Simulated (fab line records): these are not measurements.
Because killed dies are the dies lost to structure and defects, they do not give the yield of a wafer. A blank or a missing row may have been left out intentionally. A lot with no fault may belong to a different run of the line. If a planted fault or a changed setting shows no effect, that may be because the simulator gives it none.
fab line records	flow n5-finfet
[record] lots = 24	wafers = 72	last-day = 17
route steps=1938 shown BEOL_M4@1067 BEOL_M5@1130
lots that met no fault: taken from a fault-free run of the same line
start-h: hours from the record's opening day to when the first of the lot's shown wafers began	wait-h: hours from the lot's prior step to this one	" unchanged from the row above	L1.1+2: several wafers, shown together as one row	- value missing, or start not given	* or withheld: withheld	< > ~ a bound
route shown NAME@n: a module of which the file shows steps, and the number in the route of the first	usual: the fault-free wafers' mean and standard deviation	same: alike in all rows	chamber/n: place in a boat	sites: each site's reading	_std_site: standard deviation of those values	_edge_site: inner sites' mean taken away from outer sites' mean	radius-mm: for every site, how far away it sits from the centre of the wafer	mask NAME#n: copy n	behind: the last tool/chamber to shape the wafer	hold: cause of the lot's hold/its duration in hours/its outcome	device: names the non-switching transistor (n, p or np)	end of line: the same wafers' tests at the end of the route	where a step has no rows: the recipe by itself	killed: count of dies lost to structure and defects at first sort (not the wafer's yield)	map: a wafer's dies, x killed, . not, _ none there
set.NAME: the setting that was run; set.NAME@STEP: the one run at that earlier step	model.NAME: the simulator's own value behind a step, which no gauge read
route steps across a sampled set of lots; one table per step, one row per wafer
services: a tool's chamber out of use, with start hour (start-h, from the record's first day; less than 0 if before it), hours out, and reason
[[steps]]
[step N5_BEOL_M4_VIA_ETCH_34]
[recipe] chemistry = C4F6/O2	target-depth-a = 694	mask-material = SOC	pressure-mtorr = 15	ion-energy-ev = 250	taper-deg = 4	time-s = 65.9	source-w = 350	bias-w = 170	Ar_flow_sccm = 300	C4F6_flow_sccm = 10	O2_flow_sccm = 10
[usual] drypump-motor-current-A = 5.7/0.41	mfc-ar-sccm = 299.9/0.85	oes-product-au = 0.79/0.083	rf-vpp-V = 670/9.4	showerhead-plenum-p-Torr = 2.85/0.082	throttle-valve-pct = 30.7/0.36
[same] time-s = 65.9
lot.wafer	tool	chamber	start-h	wait-h	drypump-motor-current-A	mfc-ar-sccm	oes-product-au	rf-hours-counter-h	rf-vpp-V	showerhead-plenum-p-Torr	throttle-valve-pct
L074.2	rie-diel-05	3	165.04	0.0	5.6	301.4	0.73	188	653	2.85	31.1
L074.4	"	2	"	"	6.2	299.6	0.69	221	667	2.91	30.7
L074.5	"	2	"	"	6.2	300.5	0.68	-	668	2.91	30.7
L075.1	rie-diel-01	1	165.23	0.0	5.6	299.3	0.92	29	665	2.88	30.2
L075.3	"	2	"	"	5.8	299.7	0.70	223	667	2.79	31.0
L075.6	"	3	"	"	5.2	300.0	0.86	-	679	2.78	30.8
L077.2	rie-diel-01	1	183.27	0.0	5.6	299.8	0.91	35	663	2.88	30.2
L077.3	"	2	"	"	5.8	299.3	0.69	229	668	2.79	31.0
L077.6	"	2	"	"	5.8	300.4	0.69	-	666	2.79	31.0
L078.2	rie-diel-03	1	186.43	0.0	6.8	301.1	0.92	28	683	2.76	30.5
L078.3	"	0	"	"	5.5	298.4	0.67	248	659	2.69	30.6
L078.5	"	1	"	"	6.8	300.0	0.91	-	684	2.76	30.4
L076.1	rie-diel-05	1	186.73	0.0	5.5	299.7	0.73	200	663	2.83	31.2
L076.2	"	2	"	"	6.2	299.0	0.68	228	667	2.91	30.7
L076.3	"	3	"	"	5.6	299.3	0.73	195	650	2.85	31.1
L079.1	rie-diel-01	2	187.21	0.0	5.8	301.1	0.70	230	667	2.79	31.0
L079.4	"	0	"	"	5.1	299.7	0.82	74	672	2.77	30.4
L079.6	"	3	"	"	5.2	299.9	0.85	-	679	2.78	30.8
L081.2	rie-diel-05	2	192.50	0.0	6.2	300.4	0.68	229	666	2.91	30.7
L081.3	"	0	"	"	5.5	299.3	0.81	71	677	2.96	30.2
L081.4	"	1	"	"	5.5	300.4	0.73	202	664	2.83	31.2
L080.2	rie-diel-05	1	194.72	0.0	5.5	298.1	0.73	203	664	2.83	31.2
L080.3	"	2	"	"	6.2	299.9	0.68	230	668	2.91	30.7
L080.6	"	1	"	"	5.5	298.7	0.73	-	665	2.83	31.2
L082.1	rie-diel-05	1	208.35	0.0	5.5	299.6	0.73	208	665	2.83	31.2
L082.2	"	0	"	"	5.5	299.7	0.80	76	676	2.96	30.2
L082.4	"	3	"	"	5.6	299.5	0.72	202	652	2.84	31.1
L083.1	rie-diel-05	0	211.64	0.0	5.5	299.3	0.80	77	677	2.96	30.2
L083.3	"	2	"	"	6.2	300.6	0.67	236	666	2.91	30.7
L083.6	"	1	"	"	5.5	299.9	0.73	-	664	2.83	31.2
L084.1	rie-diel-05	1	220.63	0.0	5.5	299.5	0.73	211	665	2.83	31.2
L084.5	"	2	"	"	6.2	300.1	0.68	-	667	2.91	30.7
L084.6	"	3	"	"	5.6	300.7	0.71	-	652	2.84	31.1
L085.4	rie-diel-03	1	229.88	0.0	6.7	300.7	0.89	47	683	2.75	30.5
L085.5	"	0	"	"	5.5	300.3	1.00	-	670	3.02	30.1
L085.6	"	1	"	"	6.7	299.4	0.89	-	684	2.75	30.5
L087.2	rie-diel-01	0	238.34	0.0	5.1	300.2	0.80	91	671	2.76	30.4
L087.5	"	0	"	"	5.1	299.8	0.81	-	671	2.76	30.4
L087.6	"	1	"	"	5.6	301.2	0.89	-	664	2.87	30.2
L088.1	rie-diel-05	1	241.28	0.0	5.5	299.3	0.72	217	663	2.83	31.2
L088.2	"	2	"	"	6.1	300.2	0.67	247	667	2.90	30.7
L088.6	"	1	"	"	5.5	300.3	0.73	-	663	2.83	31.2
L086.1	rie-diel-01	1	241.78	0.0	5.6	301.0	0.88	54	664	2.87	30.2
L086.3	"	0	"	"	5.1	299.9	0.80	93	672	2.76	30.4
L086.4	"	3	"	"	5.2	300.7	0.82	73	679	2.77	30.8
L089.1	rie-diel-03	0	250.09	0.0	5.5	299.9	0.96	9	669	3.02	30.2
L089.3	"	1	"	"	6.7	299.0	0.87	53	683	2.75	30.5
L089.5	"	3	"	"	5.6	300.7	0.79	-	677	2.96	30.8
L090.3	rie-diel-01	0	256.20	0.0	5.1	300.9	0.79	100	670	2.76	30.4
L090.4	"	0	"	"	5.1	301.0	0.80	-	670	2.76	30.4
L090.6	"	1	"	"	5.5	300.1	0.86	-	665	2.87	30.2
L091.1	rie-diel-01	0	261.24	0.0	5.1	297.9	0.80	103	670	2.76	30.4
L091.3	"	3	"	"	5.2	299.6	0.82	82	678	2.76	30.9
L091.5	"	1	"	"	5.6	298.6	0.86	-	663	2.87	30.2
L093.1	rie-diel-05	2	271.66	0.0	6.2	301.2	0.98	0	669	2.90	30.5
L093.3	"	0	"	"	5.5	299.2	0.77	101	676	2.95	30.2
L093.4	"	3	"	"	5.6	299.4	0.70	228	651	2.83	31.1
L092.1	rie-diel-03	1	276.48	0.0	6.8	300.9	0.87	62	683	2.74	30.5
L092.2	"	2	"	"	5.9	298.9	0.83	72	688	2.76	30.8
L092.6	"	3	"	"	5.6	300.7	0.79	-	676	2.96	30.8
L094.1	rie-diel-03	0	288.48	0.0	5.5	301.3	0.93	19	669	3.01	30.1
L094.5	"	1	"	"	6.7	300.7	0.85	-	683	2.74	30.5
L094.6	"	2	"	"	5.9	300.0	0.83	-	687	2.76	30.8
L096.1	rie-diel-05	1	288.57	0.0	5.5	301.1	0.71	239	663	2.82	31.2
L096.2	"	0	"	"	5.6	297.4	0.78	108	675	2.95	30.2
L096.5	"	1	"	"	5.5	301.1	0.70	-	663	2.82	31.2
L095.2	rie-diel-05	3	288.96	0.0	5.6	300.0	0.70	234	652	2.83	31.1
L095.3	"	1	"	"	5.5	299.4	0.71	239	664	2.82	31.2
L095.5	"	2	"	"	6.2	300.7	0.94	-	668	2.90	30.5
L097.2	rie-diel-03	3	293.53	0.0	5.6	302.4	0.79	142	675	2.96	30.8
L097.3	"	1	"	"	6.7	299.9	0.85	68	684	2.74	30.5
L097.6	"	2	"	"	5.9	298.5	0.83	-	689	2.75	30.8
[step N5_BEOL_M4_DEGAS_44]
[recipe] ambient = vacuum	temp-c = 250	time-s = 60
[usual] heater-power-w = 353/29
[same] time-s = 60
lot.wafer	tool	chamber	start-h	wait-h	heater-power-w
L074.2	pvd-sputter-02	-	166.39	0.9	342
L074.4	"	-	"	"	373
L074.5	"	-	"	"	366
L075.1	pvd-sputter-02	-	166.55	0.9	385
L075.3	"	-	"	"	370
L075.6	"	-	"	"	376
L077.2	pvd-sputter-02	-	184.16	0.4	342
L077.3	"	-	"	"	369
L077.6	"	-	"	"	373
L078.2	pvd-sputter-02	-	186.98	0.0	372
L078.3	"	-	"	"	364
L078.5	"	-	"	"	368
L076.1	pvd-sputter-03	-	187.22	0.1	383
L076.2	"	-	"	"	339
L076.3	"	-	"	"	312
L079.1	pvd-sputter-02	-	189.10	1.5	348
L079.4	"	-	"	"	372
L079.6	"	-	"	"	342
L081.2	pvd-sputter-01	-	194.71	1.8	378
L081.3	"	-	"	"	277
L081.4	"	-	"	"	333
L080.2	pvd-sputter-02	-	195.66	0.5	367
L080.3	"	-	"	"	383
L080.6	"	-	"	"	381
L082.1	pvd-sputter-02	-	208.94	0.2	375
L082.2	"	-	"	"	344
L082.4	"	-	"	"	371
L083.1	pvd-sputter-03	-	212.43	0.4	387
L083.3	"	-	"	"	368
L083.6	"	-	"	"	377
L084.1	pvd-sputter-03	-	221.17	0.1	368
L084.5	"	-	"	"	362
L084.6	"	-	"	"	312
L085.4	pvd-sputter-02	-	231.13	0.7	373
L085.5	"	-	"	"	376
L085.6	"	-	"	"	339
L087.2	pvd-sputter-03	-	238.99	0.2	329
L087.5	"	-	"	"	310
L087.6	"	-	"	"	367
L088.1	pvd-sputter-03	-	242.11	0.4	313
L088.2	"	-	"	"	363
L088.6	"	-	"	"	327
L086.1	pvd-sputter-01	-	242.75	0.6	331
L086.3	"	-	"	"	339
L086.4	"	-	"	"	288
L089.1	pvd-sputter-03	-	250.83	0.3	382
L089.3	"	-	"	"	330
L089.5	"	-	"	"	366
L090.3	pvd-sputter-01	-	257.30	0.7	339
L090.4	"	-	"	"	338
L090.6	"	-	"	"	276
L091.1	pvd-sputter-02	-	262.06	0.4	372
L091.3	"	-	"	"	373
L091.5	"	-	"	"	370
L093.1	pvd-sputter-03	-	272.60	0.5	310
L093.3	"	-	"	"	336
L093.4	"	-	"	"	387
L092.1	pvd-sputter-03	-	277.18	0.3	331
L092.2	"	-	"	"	310
L092.6	"	-	"	"	371
L094.1	pvd-sputter-03	-	289.44	0.5	339
L094.5	"	-	"	"	375
L094.6	"	-	"	"	376
L096.1	pvd-sputter-01	-	289.46	0.5	335
L096.2	"	-	"	"	338
L096.5	"	-	"	"	279
L095.2	pvd-sputter-01	-	289.62	0.2	338
L095.3	"	-	"	"	285
L095.5	"	-	"	"	335
L097.2	pvd-sputter-02	-	294.18	0.2	376
L097.3	"	-	"	"	378
L097.6	"	-	"	"	380
[step N5_BEOL_M4_SURFACE_TREAT_85]
[recipe] gas = Ar	time-s = *	ion-energy-ev = *	ion-current-ma-cm2 = 0.5	pressure-mtorr = *	ar-flow-sccm = 30
[usual] throttle-valve-pct = *
[same] time-s = *
lot.wafer	tool	chamber	start-h	wait-h	throttle-valve-pct
L074.2	pvd-sputter-02	-	166.77	0.2	*
L074.4	"	-	"	"	*
L074.5	"	-	"	"	*
L075.1	pvd-sputter-02	-	166.99	0.2	*
L075.3	"	-	"	"	*
L075.6	"	-	"	"	*
L077.2	pvd-sputter-02	-	184.56	0.2	*
L077.3	"	-	"	"	*
L077.6	"	-	"	"	*
L078.2	pvd-sputter-03	-	187.41	0.2	*
L078.3	"	-	"	"	*
L078.5	"	-	"	"	*
L076.1	pvd-sputter-03	-	187.61	0.2	*
L076.2	"	-	"	"	*
L076.3	"	-	"	"	*
L079.1	pvd-sputter-03	-	189.59	0.2	*
L079.4	"	-	"	"	*
L079.6	"	-	"	"	*
L081.2	pvd-sputter-02	-	195.06	0.1	*
L081.3	"	-	"	"	*
L081.4	"	-	"	"	*
L080.2	pvd-sputter-01	-	197.23	1.2	*
L080.3	"	-	"	"	*
L080.6	"	-	"	"	*
L082.1	pvd-sputter-01	-	209.32	0.2	*
L082.2	"	-	"	"	*
L082.4	"	-	"	"	*
L083.1	pvd-sputter-03	-	212.89	0.3	*
L083.3	"	-	"	"	*
L083.6	"	-	"	"	*
L084.1	pvd-sputter-02	-	221.59	0.2	*
L084.5	"	-	"	"	*
L084.6	"	-	"	"	*
L085.4	pvd-sputter-03	-	231.69	0.4	*
L085.5	"	-	"	"	*
L085.6	"	-	"	"	*
L087.2	pvd-sputter-02	-	239.32	0.1	*
L087.5	"	-	"	"	*
L087.6	"	-	"	"	*
L088.1	pvd-sputter-03	-	242.67	0.2	*
L088.2	"	-	"	"	*
L088.6	"	-	"	"	*
L086.1	pvd-sputter-03	-	243.23	0.2	*
L086.3	"	-	"	"	*
L086.4	"	-	"	"	*
L089.1	pvd-sputter-02	-	252.85	1.8	*
L089.3	"	-	"	"	*
L089.5	"	-	"	"	*
L090.3	pvd-sputter-01	-	257.78	0.2	*
L090.4	"	-	"	"	*
L090.6	"	-	"	"	*
L091.1	pvd-sputter-02	-	262.48	0.2	*
L091.3	"	-	"	"	*
L091.5	"	-	"	"	*
L093.1	pvd-sputter-02	-	273.06	0.3	*
L093.3	"	-	"	"	*
L093.4	"	-	"	"	*
L092.1	pvd-sputter-03	-	277.54	0.2	*
L092.2	"	-	"	"	*
L092.6	"	-	"	"	*
L094.1	pvd-sputter-01	-	289.83	0.2	*
L094.5	"	-	"	"	*
L094.6	"	-	"	"	*
L096.1	pvd-sputter-01	-	290.01	0.2	*
L096.2	"	-	"	"	*
L096.5	"	-	"	"	*
L095.2	pvd-sputter-01	-	290.05	0.2	*
L095.3	"	-	"	"	*
L095.5	"	-	"	"	*
L097.2	pvd-sputter-01	-	294.63	0.3	*
L097.3	"	-	"	"	*
L097.6	"	-	"	"	*
[step N5_BEOL_M4_THK_MEAS_53]
[recipe] thk-meas-gauge = xrf	reads = Cu_of_BEOL_M4_ECD_50
[usual] M4_THK = 40.6/1.7
lot.wafer	tool	chamber	start-h	wait-h	M4_THK[nm]
L074.2	film-metro-01	-	169.58	-	40.8
L074.4	"	-	"	"	39.5
L074.5	"	-	"	"	39.6
L075.1	film-metro-01	-	169.94	-	44.0
L075.3	"	-	"	"	39.3
L075.6	"	-	"	"	43.0
L077.2	film-metro-01	-	187.50	-	45.0
L077.3	"	-	"	"	40.9
L077.6	"	-	"	"	43.2
L078.2	film-metro-01	-	190.20	-	41.0
L078.3	"	-	"	"	40.8
L078.5	"	-	"	"	42.2
L076.1	film-metro-02	-	190.53	-	39.6
L076.2	"	-	"	"	36.5
L076.3	"	-	"	"	39.6
L079.1	film-metro-01	-	192.58	-	40.6
L079.4	"	-	"	"	42.5
L079.6	"	-	"	"	41.8
L081.2	film-metro-01	-	197.95	-	38.3
L081.3	"	-	"	"	38.0
L081.4	"	-	"	"	38.6
L080.2	film-metro-01	-	200.20	-	39.7
L080.3	"	-	"	"	37.3
L080.6	"	-	"	"	39.8
L082.1	film-metro-02	-	212.34	-	41.3
L082.2	"	-	"	"	40.1
L082.4	"	-	"	"	39.6
L083.1	film-metro-02	-	216.47	-	40.7
L083.3	"	-	"	"	40.2
L083.6	"	-	"	"	40.9
L084.1	film-metro-01	-	225.90	-	41.2
L084.5	"	-	"	"	39.5
L084.6	"	-	"	"	39.5
L085.4	film-metro-01	-	234.51	-	40.6
L085.5	"	-	"	"	40.4
L085.6	"	-	"	"	42.1
L087.2	film-metro-01	-	242.20	-	40.7
L087.5	"	-	"	"	40.6
L087.6	"	-	"	"	44.7
L088.1	film-metro-02	-	245.77	-	40.0
L088.2	"	-	"	"	37.8
L088.6	"	-	"	"	40.1
L086.1	film-metro-02	-	247.37	-	44.6
L086.3	"	-	"	"	42.9
L086.4	"	-	"	"	42.7
L089.1	film-metro-01	-	255.69	-	43.7
L089.3	"	-	"	"	41.7
L089.5	"	-	"	"	41.6
L090.3	film-metro-01	-	260.57	-	41.2
L090.4	"	-	"	"	40.9
L090.6	"	-	"	"	41.9
L091.1	film-metro-01	-	265.33	-	42.1
L091.3	"	-	"	"	42.6
L091.5	"	-	"	"	42.8
L093.1	film-metro-01	-	275.91	-	37.7
L093.3	"	-	"	"	38.4
L093.4	"	-	"	"	38.7
L092.1	film-metro-02	-	280.44	-	41.7
L092.2	"	-	"	"	40.6
L092.6	"	-	"	"	38.8
L094.1	film-metro-01	-	292.66	-	40.8
L094.5	"	-	"	"	40.3
L094.6	"	-	"	"	41.2
L096.1	film-metro-02	-	294.50	-	41.4
L096.2	"	-	"	"	38.8
L096.5	"	-	"	"	40.9
L095.2	film-metro-01	-	294.92	-	40.4
L095.3	"	-	"	"	40.2
L095.5	"	-	"	"	40.3
L097.2	film-metro-02	-	297.51	-	40.7
L097.3	"	-	"	"	40.3
L097.6	"	-	"	"	40.2
[step N5_BEOL_M5_ETCH_72]
[recipe] chemistry = N2/H2	target = underlayer	target-depth-a = 65	mask-material = CAR-EUV	time-s = 5.2	ion-energy-ev = 200	pressure-mtorr = 30	source-w = 840	bias-w = 150	n2-flow-sccm = 200	h2-flow-sccm = 200	ends = cleared
[usual] drypump-motor-current-A = 5.8/0.37	etch-rf-on-time-s = 5.21/0.12	oes-product-au = 0.68/0.055	rf-vpp-V = 524.6/3	showerhead-plenum-p-Torr = 2.56/0.095	throttle-valve-pct = 17.77/0.25
lot.wafer	tool	chamber	start-h	wait-h	drypump-motor-current-A	etch-rf-on-time-s	oes-product-au	rf-hours-counter-h	rf-vpp-V	showerhead-plenum-p-Torr	throttle-valve-pct
L075.1	rie-diel-06	1	174.97	0.0	6.2	5.17	0.73	49	522.1	2.50	17.57
L075.3	"	3	"	"	5.6	5.32	0.63	160	527.2	2.64	17.74
L075.6	"	0	"	"	5.6	5.38	0.61	-	521.8	2.42	17.92
L074.2	rie-diel-06	0	175.20	0.0	5.7	5.31	0.62	196	518.5	2.41	17.89
L074.4	"	3	"	"	5.6	5.24	0.65	160	525.6	2.64	17.76
L074.5	"	3	"	"	5.6	5.28	0.66	-	528.8	2.64	17.75
L077.2	rie-diel-02	0	190.56	0.0	5.1	5.12	0.64	160	526.2	2.65	18.04
L077.3	"	2	"	"	6.5	5.28	0.67	83	521.5	2.47	18.20
L077.6	"	2	"	"	6.5	5.34	0.67	-	519.6	2.47	18.21
L078.2	rie-diel-04	3	192.90	0.0	6.0	5.02	0.78	27	523.9	2.58	17.83
L078.3	"	0	"	"	5.6	5.34	0.77	17	521.9	2.49	17.50
L078.5	"	3	"	"	6.0	4.99	0.77	-	524.7	2.58	17.85
L076.1	rie-diel-06	2	195.38	0.0	6.0	5.29	0.71	85	527.3	2.66	17.49
L076.2	"	1	"	"	6.2	5.16	0.72	54	522.9	2.50	17.59
L076.3	"	3	"	"	5.6	5.30	0.64	166	528.4	2.64	17.77
L079.1	rie-diel-02	3	195.78	0.0	5.9	5.17	0.70	78	528.5	2.67	17.25
L079.4	"	1	"	"	5.7	5.28	0.74	50	526.7	2.71	17.73
L079.6	"	3	"	"	5.9	5.14	0.70	-	528.8	2.67	17.28
L081.2	rie-diel-02	2	201.28	0.0	6.5	5.23	0.67	87	522.2	2.46	18.19
L081.3	"	0	"	"	5.1	4.95	0.65	163	526.6	2.65	18.06
L081.4	"	3	"	"	5.9	5.05	0.70	79	528.4	2.67	17.27
L080.2	rie-diel-04	0	205.73	0.0	5.7	5.32	0.77	19	523.2	2.49	17.49
L080.3	"	2	"	"	5.4	5.11	0.71	100	520.3	2.44	17.94
L080.6	"	3	"	"	6.0	4.98	0.77	-	526.9	2.58	17.83
L082.1	rie-diel-06	1	216.19	0.0	6.2	5.11	0.72	60	520.9	2.49	17.59
L082.2	"	2	"	"	6.0	5.22	0.70	91	527.6	2.66	17.52
L082.4	"	0	"	"	5.6	5.36	0.60	209	521.7	2.41	17.94
L083.1	rie-diel-02	0	219.25	0.0	5.1	5.01	0.63	168	527.6	2.65	18.04
L083.3	"	3	"	"	5.8	5.12	0.71	85	529.3	2.67	17.31
L083.6	"	3	"	"	5.9	5.17	0.69	-	529.2	2.67	17.29
L084.1	rie-diel-02	2	229.44	0.0	6.5	5.36	0.66	96	522.3	2.46	18.23
L084.5	"	0	"	"	5.1	5.03	0.65	-	527.2	2.65	18.06
L084.6	"	1	"	"	5.6	5.30	0.73	-	528.1	2.71	17.75
L085.4	rie-diel-04	3	238.95	0.0	6.0	5.01	0.75	41	528.2	2.57	17.87
L085.5	"	0	"	"	5.7	5.23	0.76	-	523.1	2.49	17.55
L085.6	"	3	"	"	6.0	5.03	0.77	-	522.2	2.57	17.89
L087.2	rie-diel-04	3	245.95	0.0	6.0	5.03	0.75	43	524.2	2.57	17.84
L087.5	"	0	"	"	5.7	5.28	0.75	-	523.4	2.49	17.54
L087.6	"	1	"	"	5.5	5.34	0.57	-	521.3	2.49	17.83
L088.1	rie-diel-02	0	248.87	0.0	5.1	5.03	0.62	177	525.3	2.64	18.08
L088.2	"	2	"	"	6.5	5.35	0.66	103	521.4	2.46	18.23
L088.6	"	2	"	"	6.5	5.39	0.65	-	521.2	2.46	18.25
L086.1	rie-diel-06	3	251.06	0.0	5.6	5.28	0.63	183	527.1	2.63	17.81
L086.3	"	2	"	"	6.0	5.23	0.69	101	527.4	2.65	17.53
L086.4	"	1	"	"	6.2	5.15	0.71	70	522.5	2.49	17.61
L089.1	rie-diel-04	3	258.77	0.0	6.0	5.07	0.75	47	527.7	2.57	17.90
L089.3	"	1	"	"	5.6	5.37	0.58	233	522.1	2.49	17.82
L089.5	"	1	"	"	5.5	5.38	0.58	-	522.1	2.49	17.84
L090.3	rie-diel-04	1	263.46	0.0	5.6	5.44	0.57	235	524.8	2.49	17.84
L090.4	"	3	"	"	6.0	5.15	0.74	48	526.4	2.57	17.88
L090.6	"	1	"	"	5.6	5.38	0.58	-	524.8	2.49	17.84
L091.1	rie-diel-06	2	269.34	0.0	6.0	5.25	0.69	107	525.3	2.65	17.54
L091.3	"	3	"	"	5.6	5.29	0.61	189	527.1	2.63	17.81
L091.5	"	3	"	"	5.6	5.35	0.61	-	525.1	2.63	17.82
L093.1	rie-diel-04	3	280.92	0.0	6.0	5.06	0.74	55	524.7	2.57	17.92
L093.3	"	2	"	"	5.3	5.09	0.68	124	520.2	2.43	18.00
L093.4	"	2	"	"	5.4	5.15	0.68	-	519.5	2.43	18.02
L092.1	rie-diel-06	1	283.66	0.0	6.2	5.16	0.71	83	522.5	2.48	17.62
L092.2	"	3	"	"	5.6	5.38	0.62	196	525.1	2.63	17.80
L092.6	"	3	"	"	5.6	5.38	0.62	-	525.4	2.63	17.79
L094.1	rie-diel-06	2	297.67	0.0	6.0	5.26	0.67	118	527.3	2.65	17.58
L094.5	"	1	"	"	6.2	5.12	0.69	-	520.7	2.48	17.66
L094.6	"	2	"	"	6.0	5.33	0.67	-	526.4	2.65	17.58
L096.1	rie-diel-02	1	297.95	0.0	5.6	5.23	0.71	84	529.2	2.70	17.81
L096.2	"	2	"	"	6.5	5.31	0.65	120	520.9	2.45	18.24
L096.5	"	1	"	"	5.6	5.26	0.72	-	526.5	2.69	17.79
L095.2	rie-diel-02	1	298.35	0.0	5.7	5.20	0.71	84	527.8	2.69	17.79
L095.3	"	2	"	"	6.5	5.28	0.65	120	522.5	2.45	18.22
L095.5	"	1	"	"	5.6	5.20	0.72	-	528.1	2.69	17.79
L097.2	rie-diel-04	0	300.04	0.0	5.6	5.19	0.74	50	522.3	2.48	17.58
L097.3	"	3	"	"	6.0	5.01	0.73	61	525.7	2.56	17.89
L097.6	"	0	"	"	5.7	5.23	0.73	-	520.6	2.48	17.54
[step N5_BEOL_M5_INSPECT_30]
[recipe] mode = adi	inspect-instrument = brightfield
[usual] raw-defect-count = 409/100
lot.wafer	tool	chamber	start-h	wait-h	raw-defect-count
L075.1	defect-inspect-01	-	175.86	0.1	272
L075.3	"	-	"	"	325
L075.6	"	-	"	"	403
L074.2	defect-inspect-02	-	179.11	0.0	321
L074.4	"	-	"	"	274
L074.5	"	-	"	"	476
L077.2	defect-inspect-02	-	191.36	0.0	415
L077.3	"	-	"	"	388
L077.6	"	-	"	"	328
L078.2	defect-inspect-01	-	194.37	0.0	289
L078.3	"	-	"	"	246
L078.5	"	-	"	"	431
L076.1	defect-inspect-01	-	197.58	0.1	284
L076.2	"	-	"	"	336
L076.3	"	-	"	"	416
L079.1	defect-inspect-02	-	199.14	0.1	373
L079.4	"	-	"	"	349
L079.6	"	-	"	"	431
L081.2	defect-inspect-01	-	204.51	0.0	516
L081.3	"	-	"	"	362
L081.4	"	-	"	"	322
L080.2	defect-inspect-01	-	207.91	0.0	602
L080.3	"	-	"	"	473
L080.6	"	-	"	"	599
L082.1	defect-inspect-02	-	217.72	0.1	386
L082.2	"	-	"	"	492
L082.4	"	-	"	"	406
L083.1	defect-inspect-01	-	220.13	0.1	361
L083.3	"	-	"	"	326
L083.6	"	-	"	"	241
L084.1	defect-inspect-01	-	231.31	0.1	362
L084.5	"	-	"	"	429
L084.6	"	-	"	"	377
L085.4	defect-inspect-02	-	241.10	0.0	419
L085.5	"	-	"	"	350
L085.6	"	-	"	"	360
L087.2	defect-inspect-02	-	246.76	0.0	603
L087.5	"	-	"	"	462
L087.6	"	-	"	"	484
L088.1	defect-inspect-01	-	249.66	0.1	312
L088.2	"	-	"	"	403
L088.6	"	-	"	"	336
L086.1	defect-inspect-01	-	252.69	0.1	449
L086.3	"	-	"	"	480
L086.4	"	-	"	"	457
L089.1	defect-inspect-02	-	260.21	0.1	385
L089.3	"	-	"	"	427
L089.5	"	-	"	"	406
L090.3	defect-inspect-02	-	265.84	0.0	370
L090.4	"	-	"	"	395
L090.6	"	-	"	"	284
L091.1	defect-inspect-02	-	270.43	0.1	579
L091.3	"	-	"	"	446
L091.5	"	-	"	"	541
L093.1	defect-inspect-02	-	281.82	0.1	387
L093.3	"	-	"	"	449
L093.4	"	-	"	"	491
L092.1	defect-inspect-02	-	286.01	0.1	439
L092.2	"	-	"	"	506
L092.6	"	-	"	"	508
L094.1	defect-inspect-02	-	298.55	0.1	716
L094.5	"	-	"	"	538
L094.6	"	-	"	"	538
L096.1	defect-inspect-02	-	298.75	0.1	363
L096.2	"	-	"	"	494
L096.5	"	-	"	"	319
L095.2	defect-inspect-02	-	299.37	0.0	494
L095.3	"	-	"	"	425
L095.5	"	-	"	"	561
L097.2	defect-inspect-01	-	304.92	0.0	235
L097.3	"	-	"	"	232
L097.6	"	-	"	"	221
[[services]]
tool	chamber	start-h	hours	kind
rie-diel-04	3	146.43	9.5	repair
rie-diel-03	0	168.28	7.7	repair
rie-diel-01	-	178.16	0.7	repair
rie-diel-06	1	181.26	7.0	repair
rie-diel-06	2	187.71	4.6	repair
rie-diel-03	0	190.42	-	clean
rie-diel-03	0	190.42	-	consumable-replace:esc
rie-diel-03	0	190.42	-	consumable-replace:focus-ring
rie-diel-03	0	190.42	-	consumable-replace:showerhead
rie-diel-03	0	190.42	35.4	scheduled-down
rie-diel-05	1	213.01	3.8	repair
rie-diel-02	3	240.22	32.8	repair
rie-diel-05	2	241.53	4.6	repair
rie-diel-01	2	242.59	-	clean
rie-diel-01	2	242.59	-	consumable-replace:focus-ring
rie-diel-01	2	242.59	22.9	scheduled-down
rie-diel-01	2	242.59	22.9	vent-cycle
rie-diel-05	2	253.64	-	clean
rie-diel-05	2	253.64	-	consumable-replace:focus-ring
rie-diel-03	0	277.30	4.8	repair
rie-diel-04	1	279.44	3.4	repair
rie-diel-01	0	293.25	34.3	repair
rie-diel-04	2	293.66	8.2	repair
rie-diel-05	2	294.72	3.8	repair
[[key]]
fault none
